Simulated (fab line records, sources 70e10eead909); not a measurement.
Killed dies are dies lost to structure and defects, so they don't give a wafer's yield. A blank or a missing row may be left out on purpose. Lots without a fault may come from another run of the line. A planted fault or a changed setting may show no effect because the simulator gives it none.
Chamber matching | flow nand_harc | NHARC_P_CONTACT_ALD_22 on ald_metal-02: 4 sister chambers
The step deposits TiN, target thk 3 nm, pulse time 1 s, ald cycles 150. 8 wafers are shown with their chamber, then 9 later ones without.

WAFERS WITH THEIR CHAMBER
wafer  | chamber | heater_power_w (W) | precursor_pulse_height_rel
L076.2 | 1       | 1048               | 1.012
L080.3 | 1       | 1006               | 1.006
L080.6 | 3       | 1275               | 0.968
L083.1 | 2       | 1144               | 0.996
L083.6 | 0       | 1172               | 1.007
L084.3 | 3       | 1242               | 0.981
L084.4 | 0       | 1159               | 1.002
L084.5 | 2       | 1181               | 0.981

WAFERS WITHOUT THEIR CHAMBER
wafer  | heater_power_w (W) | precursor_pulse_height_rel
L089.1 | 1257               | 0.986
L089.3 | 1148               | 0.990
L089.4 | 1188               | 1.009
L093.1 | 1186               | 1.014
L093.4 | 1227               | 0.976
L093.6 | 1207               | 0.989
L096.2 | 1180               | 0.999
L096.3 | 998                | 1.016
L096.4 | 1153               | 0.995

WHICH CHAMBER EACH WENT THROUGH
wafer  | from the rows above          | in truth
L089.1 | 3                            | 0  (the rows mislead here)
L089.3 | can't be placed: 2 or 0      | 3
L089.4 | can't be placed: 0 or 2      | 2
L093.1 | can't be placed: 0 or 2      | 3
L093.4 | can't be placed: 3 or 2      | 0
L093.6 | can't be placed: 2 or 0 or 3 | 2
L096.2 | can't be placed: 0 or 2      | 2
L096.3 | 1                            | 1
L096.4 | can't be placed: 2 or 0      | 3
Placed correctly: 1 of 9. Can't be placed from these rows: 7 (the true chamber is among the candidates in 3). Placed wrongly: 1.
How it was worked out, from the rows above alone: a wafer's distance from a chamber is the root of the sum, over the readings, of the square of ((its reading less the chamber's mean) divided by the reading's scatter). The wafer belongs to the nearest chamber; if the next one is less than 2 further off, it can't be placed. A chamber's mean is the mean of its shown wafers. The scatter: the root of (the sum of the squares of (reading less its chamber's mean) over the shown wafers, divided by (wafers less chambers)).
